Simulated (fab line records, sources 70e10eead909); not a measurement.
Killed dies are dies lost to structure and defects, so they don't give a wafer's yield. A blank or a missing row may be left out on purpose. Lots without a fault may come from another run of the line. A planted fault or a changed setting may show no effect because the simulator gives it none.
fab line records | flow nand_harc
record lots=23 wafers=69 last_day=25
route steps=1159 shown A_ONON_D1@445 A_CHANNEL_HOLE_D1@483 A_STAIRCASE@561
lots that met no fault: from a run of the same line without faults
start_h: hours from the record's first day to the start of the lot's first wafer shown | wait_h: hours since the lot's step before | " the same as in the row above | L1.1+2: a row that stands for several wafers | - no value, or no start given | * or withheld: withheld | < > ~ a bound
route shown NAME@n: a module of which the file shows steps, and the number in the route of the first | usual: mean/standard deviation of fault-free wafers | same: alike in all rows | chamber/n: place in a boat | sites: the reading at each site | _std_site: their standard deviation | _edge_site: outer sites' mean less inner sites' | radius_mm: how far each site lies from the wafer's centre | mask NAME#n: copy n | behind: the tool/chamber that last shaped the wafer | hold: why the lot was held/for how many hours/how that ended | device: the transistor (n, p or np) that didn't switch | end of line: the same wafers' tests at the end of the route | a step without rows: its recipe alone | killed: dies lost to structure and defects at the first sort, not the wafer's yield | map: a wafer's dies, x killed, . not, _ none there
set.NAME: the setting as run; set.NAME@STEP: as run at that earlier step | model.NAME: the simulator's own value behind a step, which no gauge read
steps of the route over a sample of lots; a table a step, a row a wafer
services: from which hour (start_h, from the record's first day; less than 0 if before it) a tool's chamber was out of use, for how many hours, and why
## steps
# step NHARC_A_ONON_D1_THK_MEAS_30
# recipe thk_meas_gauge=ellipsometry
# usual thk_nm=997/11
# columns lot.wafer tool chamber start_h wait_h thk_nm
L074.3 film_metro-01 - 158.04 - 1000
L074.5 " - " " 1000
L074.6 " - " " 1002
L075.2 film_metro-01 - 177.11 - 985
L075.3 " - " " 987
L075.5 " - " " 985
L076.2 film_metro-02 - 177.11 - 1009
L076.5 " - " " 1008
L076.6 " - " " 1008
L077.2 film_metro-01 - 177.12 - 1007
L077.3 " - " " 1006
L077.5 " - " " 1005
L078.2 film_metro-01 - 200.93 - 988
L078.3 " - " " 987
L078.6 " - " " 988
L079.1 film_metro-02 - 200.97 - 1003
L079.4 " - " " 1004
L079.6 " - " " 1003
L080.2 film_metro-02 - 213.07 - 987
L080.4 " - " " 985
L080.5 " - " " 987
L081.1 film_metro-01 - 220.28 - 969
L081.4 " - " " 971
L081.6 " - " " 969
L083.1 film_metro-01 - 220.33 - 996
L083.2 " - " " 996
L083.5 " - " " 993
L082.2 film_metro-02 - 220.47 - 1015
L082.3 " - " " 1013
L082.4 " - " " 1012
L084.1 film_metro-02 - 230.43 - 987
L084.2 " - " " 988
L084.4 " - " " 988
L085.1 film_metro-01 - 244.59 - 1000
L085.3 " - " " 1002
L085.6 " - " " 999
L088.1 film_metro-02 - 244.59 - 987
L088.2 " - " " 988
L088.4 " - " " 987
L086.3 film_metro-02 - 259.98 - 1001
L086.5 " - " " 1000
L086.6 " - " " 1000
L090.1 film_metro-01 - 266.28 - 993
L090.4 " - " " 991
L090.6 " - " " 992
L089.2 film_metro-02 - 266.28 - 997
L089.4 " - " " 998
L089.5 " - " " 999
L093.1 film_metro-02 - 274.00 - 1010
L093.4 " - " " 1008
L093.5 " - " " 1005
L091.1 film_metro-01 - 274.01 - 991
L091.2 " - " " 992
L091.3 " - " " 993
L092.1 film_metro-02 - 274.02 - 1016
L092.3 " - " " 1015
L092.4 " - " " 1015
L095.2 film_metro-02 - 287.25 - 999
L095.5 " - " " 997
L095.6 " - " " 997
L094.2 film_metro-02 - 287.46 - 1001
L094.4 " - " " 1003
L094.6 " - " " 1002
L097.1 film_metro-01 - 297.05 - 1012
L097.2 " - " " 1012
L097.5 " - " " 1010
L096.1 film_metro-01 - 297.11 - 1005
L096.5 " - " " 1004
L096.6 " - " " 1002
# step NHARC_A_CHANNEL_HOLE_D1_ETCH_44
# recipe target_depth_a=1400 overetch_a=140 time_s=77 ion_energy_ev=100 cf4_flow_sccm=80 o2_flow_sccm=20 ar_flow_sccm=0 rf_w=300 bias_w=100 chemistry=CF4/O2
# usual bias_w=100.0/0.33 cf4_flow_sccm=79.97/0.23 drypump_motor_current_A=6.03/0.28 oes_product_au=1.002/0.0082 rf_vpp_V=197.7/1.7 showerhead_plenum_p_Torr=1.33/0.065 throttle_valve_pct=13.398/0.0095
# columns lot.wafer tool chamber start_h wait_h bias_w cf4_flow_sccm drypump_motor_current_A oes_product_au rf_hours_counter_h rf_vpp_V showerhead_plenum_p_Torr throttle_valve_pct
L074.3 rie_diel-13 0 167.41 0.1 100.0 80.17 6.05 0.995 4 195.8 1.25 13.406
L074.5 " 3 " " 99.4 79.84 6.53 0.991 - 197.2 1.35 13.404
L074.6 " 0 " " 99.4 80.09 6.04 1.011 - 196.4 1.25 13.414
L075.2 rie_diel-03 3 190.34 0.1 99.5 79.78 5.69 0.998 10 198.9 1.35 13.389
L075.3 " 2 " " 99.8 79.63 6.03 1.002 10 198.8 1.35 13.412
L075.5 " 3 " " 99.8 79.68 5.72 1.004 - 198.7 1.35 13.391
L077.3 rie_diel-08 1 191.05 0.1 100.0 80.03 6.32 0.998 4 200.1 1.43 13.400
L077.2 " 2 " " 99.6 79.54 5.62 1.016 4 196.7 1.26 13.388
L077.5 " 2 " " 99.9 79.76 5.62 1.015 - 197.6 1.26 13.391
L076.2 rie_diel-13 0 194.53 0.1 100.5 80.07 6.07 0.992 6 197.3 1.25 13.397
L076.5 " 2 " " 100.7 80.19 6.32 0.998 - 200.8 1.40 13.387
L076.6 " 3 " " 100.6 79.97 6.54 1.003 - 197.5 1.35 13.395
L078.2 rie_diel-03 3 210.79 0.1 100.0 79.94 5.73 0.997 10 199.8 1.35 13.384
L078.3 " 0 " " 100.1 79.54 6.03 1.006 9 196.5 1.26 13.404
L078.6 " 3 " " 100.5 80.06 5.72 1.010 - 198.3 1.35 13.393
L079.1 rie_diel-08 2 211.62 0.1 99.9 80.01 5.60 1.009 5 196.8 1.26 13.380
L079.4 " 3 " " 100.0 80.11 6.18 0.991 5 199.5 1.44 13.397
L079.6 " 0 " " 100.5 79.99 5.72 0.999 - 196.3 1.27 13.398
L080.2 rie_diel-13 0 222.39 0.1 100.0 80.30 6.07 1.002 8 195.7 1.25 13.408
L080.4 " 0 " " 99.5 80.19 6.06 1.009 - 195.3 1.25 13.392
L080.5 " 2 " " 100.3 79.98 6.34 0.997 - 199.3 1.40 13.419
L083.1 rie_diel-13 1 229.83 0.1 100.2 79.86 5.64 1.003 8 196.8 1.29 13.403
L083.2 " 3 " " 100.4 80.07 6.55 1.005 9 199.3 1.35 13.402
L083.5 " 2 " " 100.0 80.00 6.31 1.005 - 199.4 1.40 13.397
L081.1 rie_diel-03 3 229.86 0.1 100.4 79.85 5.69 1.004 1 198.7 1.35 13.398
L081.4 " 2 " " 99.9 79.90 6.05 1.003 1 197.6 1.35 13.407
L081.6 " 0 " " 99.4 79.87 6.04 0.993 - 195.6 1.26 13.414
L082.4 rie_diel-08 2 233.97 0.1 100.3 80.10 5.62 1.012 7 193.8 1.26 13.399
L082.2 " 0 " " 100.1 79.85 5.77 1.004 8 195.5 1.27 13.387
L082.3 " 1 " " 100.2 79.59 6.30 1.007 8 199.0 1.42 13.405
L084.2 rie_diel-08 3 242.98 0.1 100.1 80.18 6.21 0.993 8 201.9 1.44 13.405
L084.1 " 0 " " 100.7 80.02 5.73 1.012 8 193.9 1.27 13.396
L084.4 " 1 " " 99.3 79.62 6.32 0.993 9 198.5 1.42 13.409
L085.1 rie_diel-13 2 256.22 0.1 100.3 80.15 6.39 1.010 12 198.9 1.40 13.379
L085.3 " 0 " " 99.4 79.86 6.04 1.013 11 196.1 1.25 13.407
L085.6 " 3 " " 99.8 79.93 6.55 1.006 - 197.8 1.34 13.396
L088.1 rie_diel-08 2 259.87 0.1 99.7 79.86 5.61 1.002 9 195.9 1.26 13.412
L088.4 " 3 " " 99.7 79.93 6.19 0.994 9 200.9 1.44 13.391
L088.2 " 0 " " 99.8 79.93 5.74 0.997 10 194.8 1.27 13.385
L086.3 rie_diel-13 2 270.23 0.1 99.7 79.60 6.35 0.983 13 200.4 1.40 13.411
L086.6 " 0 " " 100.0 79.74 6.02 0.995 - 196.7 1.25 13.403
L086.5 " 1 " " 100.3 80.02 5.62 0.992 - 198.1 1.29 13.389
L090.1 rie_diel-03 0 275.46 0.0 100.3 80.43 6.04 1.007 3 195.9 1.26 13.384
L090.4 " 1 " " 100.2 80.18 6.16 1.001 3 197.6 1.27 13.398
L090.6 " 0 " " 100.1 80.11 6.02 0.999 - 195.9 1.26 13.387
L089.4 rie_diel-03 3 277.32 0.1 100.1 79.60 5.71 1.006 3 197.3 1.35 13.390
L089.2 " 1 " " 99.8 80.16 6.23 0.994 3 196.0 1.27 13.406
L089.5 " 3 " " 99.9 80.10 5.70 1.007 - 200.4 1.35 13.401
L093.1 rie_diel-08 1 283.83 0.1 100.4 80.57 6.29 1.004 14 201.2 1.42 13.404
L093.4 " 3 " " 99.5 79.88 6.19 1.006 11 201.0 1.44 13.401
L093.5 " 2 " " 100.0 79.81 5.63 1.005 - 196.4 1.26 13.400
L091.2 rie_diel-08 1 284.81 0.1 99.6 80.22 6.31 1.012 14 199.0 1.42 13.387
L091.1 " 3 " " 100.4 79.91 6.17 0.997 11 199.6 1.44 13.397
L091.3 " 0 " " 100.3 79.76 5.74 1.007 13 197.2 1.27 13.394
L092.3 rie_diel-03 2 287.99 0.1 100.2 80.04 6.04 1.013 4 199.7 1.35 13.390
L092.4 " 3 " " 100.0 79.89 5.73 1.012 4 199.8 1.35 13.396
L092.1 " 1 " " 100.6 80.15 6.17 0.999 4 194.8 1.27 13.406
L095.2 rie_diel-08 2 296.68 0.1 99.8 79.98 5.63 1.008 13 197.3 1.26 13.385
L095.5 " 2 " " 99.7 80.15 5.60 1.004 - 197.7 1.26 13.402
L095.6 " 3 " " 99.9 80.25 6.17 0.997 - 200.3 1.44 13.387
L094.2 rie_diel-03 3 296.98 0.1 99.9 79.90 5.73 0.990 5 197.2 1.35 13.390
L094.4 " 0 " " 100.0 79.99 6.06 0.995 5 196.7 1.26 13.397
L094.6 " 0 " " 99.9 80.29 6.03 0.993 - 196.0 1.26 13.409
L097.2 rie_diel-03 1 309.68 0.1 100.0 79.97 6.18 0.994 6 194.7 1.27 13.393
L097.1 " 2 " " 100.4 80.08 6.03 1.015 6 197.6 1.35 13.409
L097.5 " 1 " " 100.3 80.17 6.14 0.998 - 197.5 1.27 13.389
L096.1 rie_diel-03 3 313.83 0.1 100.1 79.79 5.69 1.006 6 198.7 1.35 13.399
L096.5 " 0 " " 99.9 80.25 6.01 0.989 - 196.7 1.26 13.410
L096.6 " 1 " " 100.1 79.86 6.21 0.984 - 196.6 1.27 13.386
# step NHARC_A_STAIRCASE_TRIM_24
# recipe time_s=211.2 o2_flow_sccm=500 ar_flow_sccm=0 bias_w=0 chemistry=O2
# usual drypump_motor_current_A=5.5/0.39 oes_product_au=1.002/0.007 rf_vpp_V=57.7/0.91 showerhead_plenum_p_Torr=3.51/0.17 throttle_valve_pct=17.037/0.0092
# same bias_w=0
# columns lot.wafer tool chamber start_h wait_h drypump_motor_current_A oes_product_au rf_hours_counter_h rf_vpp_V showerhead_plenum_p_Torr throttle_valve_pct
L074.3 rie_diel-05 0 - - 6.1 0.997 21 58.2 3.28 17.044
L074.5 " 2 " " 5.3 1.004 - 58.2 3.57 17.022
L074.6 " 3 " " 5.0 1.017 - 57.7 3.47 17.043
L077.3 rie_diel-05 1 - - 6.1 0.993 25 58.2 3.51 17.034
L077.2 " 2 " " 5.3 0.996 25 57.1 3.56 17.044
L077.5 " 2 " " 5.3 1.008 - 58.7 3.56 17.035
L075.3 rie_diel-10 3 - - 5.3 1.005 23 56.9 3.66 17.030
L075.2 " 0 " " 5.2 1.003 24 56.8 3.36 17.044
L075.5 " 0 " " 5.2 1.009 - 57.4 3.36 17.045
L076.2 rie_diel-05 1 - - 6.1 0.999 27 58.1 3.51 17.026
L076.5 " 1 " " 6.0 0.999 - 55.7 3.51 17.040
L076.6 " 2 " " 5.3 1.004 - 56.7 3.56 17.027
L078.3 rie_diel-10 3 - - 5.3 1.001 29 57.4 3.66 17.029
L078.2 " 2 " " 6.1 1.003 26 58.5 3.71 17.055
L078.6 " 0 " " 5.3 1.003 - 57.8 3.35 17.047
L079.4 rie_diel-05 0 - - 6.1 0.990 34 55.9 3.28 17.030
L079.1 " 2 " " 5.3 1.009 31 57.2 3.56 17.039
L079.6 " 0 " " 6.1 0.998 - 56.5 3.28 17.017
L080.2 rie_diel-01 0 - - 5.6 0.991 48 58.8 3.40 17.040
L080.4 " 1 " " 6.0 0.995 54 59.0 3.67 17.025
L080.5 " 2 " " 5.4 1.000 - 58.5 3.35 17.047
L082.3 rie_diel-05 3 - - 5.0 1.010 35 58.6 3.46 17.037
L082.4 " 0 " " 6.1 1.002 40 57.6 3.27 17.039
L082.2 " 1 " " 6.0 1.004 38 57.4 3.51 17.038
L083.2 rie_diel-01 1 - - 6.0 0.989 57 56.6 3.66 17.030
L083.1 " 2 " " 5.4 1.004 58 57.1 3.35 17.050
L083.5 " 3 " " 5.1 1.001 - 57.3 3.30 17.028
L081.4 rie_diel-10 2 - - 6.1 1.001 33 59.7 3.71 17.033
L081.1 " 3 " " 5.3 1.000 36 58.2 3.66 17.052
L081.6 " 1 " " 5.4 1.000 - 58.4 3.79 17.048
L084.1 rie_diel-05 0 - - 6.1 1.000 49 57.5 3.27 17.033
L084.2 " 1 " " 6.0 1.006 46 57.8 3.50 17.047
L084.4 " 2 " " 5.4 1.003 - 59.4 3.55 17.040
L085.1 rie_diel-10 1 - - 5.4 0.996 44 57.2 3.78 17.043
L085.3 " 3 " " 5.3 0.999 46 57.6 3.65 17.028
L085.6 " 0 " " 5.2 1.002 - 57.0 3.34 17.023
L088.2 rie_diel-10 0 - - 5.3 1.001 48 56.7 3.34 17.035
L088.1 " 2 " " 6.1 1.003 47 58.3 3.70 17.046
L088.4 " 3 " " 5.3 1.000 48 57.9 3.65 17.027
L086.3 rie_diel-01 1 - - 6.0 1.009 1 58.1 3.66 17.026
L086.6 " 1 " " 6.0 1.005 - 57.6 3.66 17.033
L086.5 " 2 " " 5.4 1.008 - 57.7 3.34 17.033
L090.4 rie_diel-01 0 - - 5.6 1.005 4 57.0 3.39 17.041
L090.1 " 1 " " 6.0 1.002 3 57.2 3.66 17.030
L090.6 " 1 " " 6.0 0.997 - 57.3 3.66 17.054
L089.2 rie_diel-05 1 - - 6.0 0.991 58 58.0 3.50 17.045
L089.4 " 3 " " 5.0 1.010 48 57.1 3.45 17.046
L089.5 " 2 " " 5.3 1.002 - 56.7 3.54 17.045
L093.4 rie_diel-05 0 - - 6.1 0.997 63 55.8 3.26 17.045
L093.1 " 1 " " 6.0 1.000 61 57.9 3.49 17.034
L093.5 " 1 " " 6.1 0.997 - 59.7 3.49 17.030
L091.2 rie_diel-05 0 - - 6.1 0.989 64 56.0 3.26 17.046
L091.3 " 1 " " 6.0 0.994 61 56.6 3.49 17.047
L091.1 " 2 " " 5.3 0.999 60 58.0 3.54 17.022
L092.3 rie_diel-01 0 - - 5.6 1.010 10 58.0 3.39 17.028
L092.4 " 2 " " 5.4 1.025 9 58.2 3.34 17.030
L092.1 " 3 " " 5.0 1.008 11 60.1 3.80 17.039
L094.4 rie_diel-01 3 - - 5.0 1.002 14 58.1 3.80 17.016
L094.2 " 0 " " 5.6 1.004 13 58.4 3.39 17.026
L094.6 " 2 " " 5.4 1.009 - 57.6 3.34 17.032
L095.2 rie_diel-01 0 - - 5.6 1.006 15 58.0 3.38 17.021
L095.6 " 3 " " 5.1 0.999 - 58.5 3.80 17.028
L095.5 " 0 " " 5.6 0.998 - 56.4 3.38 17.058
L097.2 rie_diel-01 1 - - 6.0 1.001 18 57.6 3.65 17.046
L097.1 " 2 " " 5.4 1.010 20 56.6 3.33 17.047
L097.5 " 3 " " 5.0 1.005 - 58.2 3.80 17.038
L096.1 rie_diel-05 1 - - 6.1 1.002 9 58.3 3.49 17.044
L096.6 " 1 " " 6.1 1.009 - 56.8 3.49 17.033
L096.5 " 2 " " 5.3 1.007 - 58.2 3.54 17.037
# step NHARC_A_STAIRCASE_STRIP_254
# recipe power_w=1500 temp_c=250 chemistry=O2
# usual drypump_motor_current_A=6.2/0.43 heater_power_w=332/20 temp_c=249.98/0.17
# columns lot.wafer tool chamber start_h wait_h drypump_motor_current_A heater_power_w rf_hours_counter_h temp_c
L074.3 plasma_asher-01 0 233.91 - 6.5 332 - 249.83
L074.6 " 1 " " 6.6 317 - 250.02
L074.5 " 0 " " 6.6 342 - 249.87
L077.2 plasma_asher-02 0 256.48 - 5.9 350 20 250.06
L077.3 " 1 " " 5.6 303 - 249.88
L077.5 " 0 " " 5.9 350 - 249.77
L075.2 plasma_asher-01 1 256.64 - 6.6 324 52 250.01
L075.3 " 1 " " 6.6 320 - 250.19
L075.5 " 1 " " 6.6 319 - 250.03
L076.2 plasma_asher-01 0 260.84 - 6.5 338 54 250.03
L076.6 " 1 " " 6.6 323 - 249.88
L076.5 " 0 " " 6.5 332 - 249.99
L078.2 plasma_asher-02 1 274.29 - 5.6 303 24 249.97
L078.3 " 0 " " 5.9 350 - 249.74
L078.6 " 1 " " 5.6 299 - 249.77
L079.1 plasma_asher-02 1 274.72 - 5.6 299 24 249.76
L079.4 " 0 " " 5.9 356 - 250.26
L079.6 " 1 " " 5.6 290 - 249.83
L080.2 plasma_asher-01 1 293.43 - 6.6 346 4 249.81
L080.4 " 0 " " 6.5 340 - 249.83
L080.5 " 0 " " 6.6 340 - 249.75
L082.2 plasma_asher-02 0 298.01 - 5.9 355 34 249.84
L082.4 " 0 " " 5.9 341 - 250.06
L082.3 " 1 " " 5.6 304 - 249.89
L081.1 plasma_asher-01 0 300.81 - 6.5 341 6 249.70
L081.4 " 0 " " 6.5 339 - 249.97
L081.6 " 1 " " 6.6 341 - 249.84
L083.1 plasma_asher-02 1 300.89 - 5.6 297 35 250.07
L083.2 " 0 " " 5.9 344 35 249.96
L083.5 " 0 " " 5.9 354 - 250.17
L084.1 plasma_asher-02 1 314.02 - 5.6 301 38 250.03
L084.2 " 0 " " 5.9 351 38 250.02
L084.4 " 0 " " 5.9 347 - 250.32
L085.1 plasma_asher-01 0 323.91 - 6.5 349 12 250.06
L085.3 " 1 " " 6.6 334 - 250.29
L085.6 " 0 " " 6.5 343 - 249.88
L088.1 plasma_asher-01 0 328.73 - 6.6 333 14 250.07
L088.2 " 1 " " 6.6 333 14 249.74
L088.4 " 0 " " 6.6 338 - 250.09
L086.3 plasma_asher-01 0 337.33 - 6.6 345 - 250.20
L086.6 " 1 " " 6.6 344 - 250.11
L086.5 " 0 " " 6.6 339 - 250.07
L090.1 plasma_asher-01 1 341.95 - 6.6 342 21 249.94
L090.4 " 0 " " 6.5 333 - 250.28
L090.6 " 1 " " 6.6 341 - 249.48
L089.2 plasma_asher-02 1 342.97 - 5.6 295 49 250.13
L089.4 " 1 " " 5.6 306 - 250.19
L089.5 " 1 " " 5.6 301 - 250.27
L093.1 plasma_asher-02 0 350.62 - 5.9 340 51 249.90
L093.4 " 0 " " 5.9 343 - 249.88
L093.5 " 0 " " 5.9 352 - 250.02
L091.1 plasma_asher-02 1 352.22 - 5.6 299 52 250.01
L091.2 " 0 " " 5.9 350 52 249.87
L091.3 " 0 " " 5.9 356 - 250.08
L092.1 plasma_asher-02 1 358.47 - 5.6 292 53 250.07
L092.3 " 1 " " 5.6 295 - 250.07
L092.4 " 0 " " 5.9 346 - 249.76
L094.2 plasma_asher-01 0 368.08 - 6.5 350 31 249.94
L094.4 " 0 " " 6.5 339 - 250.23
L094.6 " 0 " " 6.6 343 - 250.06
L095.2 plasma_asher-01 0 369.98 - 6.5 345 33 249.70
L095.5 " 0 " " 6.6 335 - 249.88
L095.6 " 1 " " 6.6 340 - 250.05
L097.1 plasma_asher-02 0 377.08 - 5.9 368 4 249.67
L097.2 " 1 " " 5.6 292 4 250.13
L097.5 " 0 " " 5.9 361 - 249.97
L096.1 plasma_asher-01 0 381.16 - 6.6 347 38 249.89
L096.5 " 0 " " 6.5 334 - 249.78
L096.6 " 1 " " 6.6 345 - 249.85
# step NHARC_A_STAIRCASE_HM_OPEN_460
# recipe o2_flow_sccm=400 cos_flow_sccm=20 ar_flow_sccm=0 rf_w=500 bias_w=300 chemistry=O2/COS
# usual bias_w=299.9/1 drypump_motor_current_A=5.5/0.39 oes_product_au=1.003/0.0072 rf_vpp_V=467/3.4 showerhead_plenum_p_Torr=3.14/0.16 throttle_valve_pct=28.330/0.0094
# columns lot.wafer tool chamber start_h wait_h bias_w drypump_motor_current_A oes_product_au rf_hours_counter_h rf_vpp_V showerhead_plenum_p_Torr throttle_valve_pct
L074.3 rie_diel-10 2 - - 299.6 6.1 1.004 20 471 3.29 28.334
L074.6 " 1 " " 299.1 5.4 0.993 - 473 3.36 28.325
L074.5 " 2 " " 299.9 6.1 1.006 - 471 3.29 28.316
L077.3 rie_diel-10 3 - - 301.4 5.3 1.011 27 470 3.24 28.317
L077.2 " 1 " " 300.0 5.5 0.991 25 472 3.36 28.322
L077.5 " 3 " " 301.2 5.3 1.000 - 468 3.24 28.340
L075.3 rie_diel-10 2 - - 299.0 6.1 1.009 25 470 3.29 28.336
L075.2 " 3 " " 301.7 5.3 1.009 28 468 3.24 28.323
L075.5 " 2 " " 297.8 6.1 1.010 - 471 3.29 28.321
L076.2 rie_diel-01 0 - - 298.9 5.6 0.993 45 465 3.01 28.332
L076.5 " 0 " " 299.1 5.6 0.992 - 464 3.01 28.327
L076.6 " 1 " " 298.7 6.0 0.993 - 469 3.25 28.333
L078.3 rie_diel-05 0 - - 301.1 6.1 0.999 37 462 2.90 28.320
L078.2 " 1 " " 300.8 6.0 1.002 34 467 3.10 28.316
L078.6 " 3 " " 298.3 5.0 1.009 - 465 3.06 28.330
L079.4 rie_diel-10 0 - - 298.8 5.2 1.015 33 463 2.96 28.330
L079.1 " 2 " " 299.5 6.1 1.007 31 471 3.28 28.332
L079.6 " 3 " " 301.0 5.3 1.005 - 469 3.24 28.320
L080.4 rie_diel-01 2 - - 300.4 5.4 1.008 64 465 2.96 28.332
L080.2 " 3 " " 299.8 5.0 0.992 62 463 2.91 28.347
L080.5 " 0 " " 302.9 5.6 0.998 - 465 3.00 28.316
L082.4 rie_diel-10 0 - - 299.4 5.2 1.005 42 463 2.96 28.337
L082.2 " 2 " " 300.8 6.1 1.003 40 472 3.28 28.336
L082.3 " 3 " " 300.6 5.3 1.001 43 468 3.23 28.344
L081.1 rie_diel-05 0 - - 300.2 6.1 0.999 52 462 2.89 28.337
L081.4 " 2 " " 300.3 5.3 1.013 47 468 3.14 28.321
L081.6 " 0 " " 299.4 6.1 1.004 - 463 2.89 28.331
L083.2 rie_diel-01 2 - - 299.8 5.4 1.000 67 463 2.96 28.332
L083.1 " 3 " " 299.6 5.0 1.005 66 462 2.91 28.325
L083.5 " 2 " " 298.9 5.4 0.997 - 464 2.96 28.324
L084.1 rie_diel-05 3 - - 300.3 5.0 1.000 43 466 3.05 28.336
L084.4 " 0 " " 300.8 6.0 1.002 55 462 2.89 28.327
L084.2 " 2 " " 300.3 5.3 1.002 50 468 3.14 28.338
L085.3 rie_diel-05 1 - - 298.4 6.0 0.999 56 466 3.09 28.332
L085.1 " 3 " " 301.8 5.0 1.002 47 464 3.05 28.324
L085.6 " 2 " " 300.8 5.3 0.992 - 468 3.14 28.329
L088.1 rie_diel-05 2 - - 299.4 5.3 1.008 57 469 3.14 28.322
L088.2 " 0 " " 301.1 6.0 0.987 61 463 2.89 28.310
L088.4 " 1 " " 298.5 6.0 0.993 58 468 3.09 28.327
L086.3 rie_diel-10 0 - - 298.5 5.2 1.003 57 462 2.95 28.348
L086.5 " 2 " " 299.2 6.1 1.015 - 469 3.27 28.325
L086.6 " 3 " " 302.2 5.3 1.011 - 470 3.23 28.337
L090.1 rie_diel-10 0 - - 300.9 5.2 1.011 59 463 2.95 28.323
L090.4 " 3 " " 299.5 5.3 0.998 59 469 3.22 28.327
L090.6 " 1 " " 300.0 5.5 0.987 - 473 3.34 28.318
L089.2 rie_diel-01 3 - - 299.6 5.1 1.000 12 473 3.37 28.308
L089.4 " 0 " " 300.5 5.6 1.003 11 464 2.99 28.331
L089.5 " 3 " " 300.2 5.0 1.010 - 472 3.37 28.334
L093.4 rie_diel-01 2 - - 299.5 5.4 0.994 15 464 2.95 28.327
L093.1 " 3 " " 300.3 5.0 0.990 17 472 3.36 28.332
L093.5 " 3 " " 297.9 5.1 1.009 - 473 3.36 28.319
L091.1 rie_diel-01 2 - - 300.1 5.4 1.010 16 461 2.95 28.327
L091.3 " 0 " " 299.2 5.6 1.009 16 464 2.99 28.323
L091.2 " 1 " " 299.1 5.9 1.007 15 468 3.23 28.335
L092.1 rie_diel-10 1 - - 298.4 5.4 0.995 1 471 3.34 28.341
L092.4 " 3 " " 300.2 5.3 1.003 1 469 3.22 28.332
L092.3 " 0 " " 301.0 5.3 1.000 1 462 2.95 28.322
L094.2 rie_diel-05 3 - - 299.1 5.0 1.009 12 465 3.04 28.331
L094.4 " 0 " " 299.3 6.0 1.006 10 472 3.37 28.314
L094.6 " 1 " " 300.5 6.0 1.003 - 465 3.09 28.337
L095.2 rie_diel-01 0 - - 298.9 5.5 1.016 26 466 2.99 28.343
L095.6 " 1 " " 300.6 5.9 0.999 - 470 3.23 28.335
L095.5 " 3 " " 299.3 5.0 1.003 - 473 3.36 28.322
L097.1 rie_diel-05 0 - - 298.7 6.1 1.005 13 473 3.37 28.320
L097.2 " 1 " " 301.3 6.0 1.002 12 468 3.09 28.320
L097.5 " 3 " " 300.9 5.0 1.012 - 465 3.04 28.323
L096.1 rie_diel-10 0 - - 298.7 5.2 1.001 8 463 2.94 28.336
L096.5 " 1 " " 300.3 5.4 1.007 - 471 3.34 28.338
L096.6 " 2 " " 301.1 6.1 1.003 - 472 3.26 28.338
# step NHARC_A_STAIRCASE_ALD_415
# recipe target_thk_a=300 pulse_time_s=6 ald_cycles=300 temp_c=300 material=SiO2
# usual heater_power_w=444/57 precursor_pulse_height_rel=1.004/0.019
# columns lot.wafer tool chamber start_h wait_h heater_power_w precursor_pulse_height_rel
L074.3 ald_hk-03 3 252.93 2.2 467 1.026
L074.6 " 3 " " 451 0.997
L074.5 " 0 " " 318 0.993
L077.2 ald_hk-03 1 267.63 0.5 451 0.998
L077.3 " 2 " " 497 0.971
L077.5 " 3 " " 452 0.988
L075.3 ald_hk-02 0 268.36 0.3 405 1.007
L075.2 " 2 " " 402 1.004
L075.5 " 3 " " 460 1.003
L076.2 ald_hk-02 0 271.77 0.5 403 1.002
L076.5 " 2 " " 404 1.000
L076.6 " 3 " " 466 1.005
L079.1 ald_hk-01 2 288.68 0.1 567 0.984
L079.4 " 0 " " 482 0.978
L079.6 " 2 " " 539 1.018
L078.2 ald_hk-03 3 289.04 0.5 462 1.034
L078.3 " 0 " " 325 1.004
L078.6 " 1 " " 442 0.977
L080.2 ald_hk-03 0 309.95 0.1 323 0.990
L080.4 " 1 " " 450 0.971
L080.5 " 1 " " 433 0.987
L082.2 ald_hk-02 3 317.16 0.5 451 1.015
L082.3 " 0 " " 370 1.034
L082.4 " 1 " " 459 0.975
L081.4 ald_hk-01 1 318.41 0.1 495 1.022
L081.1 " 2 " " 552 0.976
L081.6 " 2 " " 552 1.014
L083.1 ald_hk-03 1 319.44 0.3 449 1.009
L083.2 " 3 " " 457 1.028
L083.5 " 1 " " 449 1.009
L084.1 ald_hk-01 2 326.58 1.0 564 0.986
L084.2 " 0 " " 493 1.000
L084.4 " 1 " " 491 1.004
L085.1 ald_hk-02 2 338.03 2.6 408 0.966
L085.3 " 0 " " 373 1.009
L085.6 " 1 " " 451 0.985
L088.1 ald_hk-01 2 341.55 0.1 571 0.994
L088.4 " 3 " " 434 1.058
L088.2 " 0 " " 489 0.986
L086.3 ald_hk-02 1 350.12 0.3 456 1.024
L086.5 " 0 " " 377 1.010
L086.6 " 1 " " 447 0.990
L090.1 ald_hk-03 0 354.53 0.1 324 0.992
L090.4 " 3 " " 475 1.001
L090.6 " 0 " " 312 1.009
L089.4 ald_hk-02 1 360.02 0.3 447 1.047
L089.2 " 3 " " 478 0.981
L089.5 " 0 " " 378 1.001
L093.1 ald_hk-02 2 364.73 0.5 425 1.000
L093.4 " 3 " " 468 0.980
L093.5 " 0 " " 376 1.013
L091.1 ald_hk-01 2 369.86 0.3 568 0.982
L091.3 " 3 " " 442 0.994
L091.2 " 0 " " 485 1.057
L092.3 ald_hk-01 3 372.75 0.1 434 0.970
L092.4 " 0 " " 472 1.008
L092.1 " 2 " " 558 0.986
L094.4 ald_hk-02 1 383.75 0.3 454 1.017
L094.2 " 3 " " 462 1.028
L094.6 " 1 " " 446 1.008
L095.2 ald_hk-02 1 386.21 0.8 452 1.022
L095.5 " 2 " " 418 1.018
L095.6 " 3 " " 467 1.013
L097.2 ald_hk-02 1 389.07 0.1 446 0.999
L097.1 " 2 " " 424 1.022
L097.5 " 2 " " 421 1.026
L096.1 ald_hk-02 3 393.69 0.8 470 0.976
L096.5 " 0 " " 383 0.988
L096.6 " 1 " " 460 1.013
## services
# columns tool chamber start_h hours kind
rie_diel-03 2 143.92 2.6 repair
rie_diel-05 3 154.31 6.0 repair
rie_diel-03 0 161.25 5.7 repair
rie_diel-05 - 163.73 9.0 pm
rie_diel-01 0 172.11 9.6 repair
rie_diel-10 - 176.50 9.0 pm
plasma_asher-02 - 183.85 9.0 pm
rie_diel-08 0 189.05 6.7 repair
rie_diel-08 1 197.49 1.6 repair
rie_diel-05 3 211.75 6.3 repair
rie_diel-03 - 215.30 9.0 pm
rie_diel-05 3 238.27 3.0 repair
plasma_asher-02 - 253.11 1.6 repair
plasma_asher-02 - 264.87 6.9 repair
plasma_asher-01 - 276.77 9.0 pm
rie_diel-08 - 301.84 9.0 pm
ald_hk-02 - 302.03 10.0 pm
rie_diel-01 - 315.10 9.0 pm
rie_diel-03 0 336.34 3.5 repair
rie_diel-05 - 340.75 9.0 pm
rie_diel-10 - 353.50 9.0 pm
plasma_asher-02 - 361.09 9.0 pm
rie_diel-01 2 370.60 14.2 repair
rie_diel-03 - 392.30 9.0 pm
## key
fault none
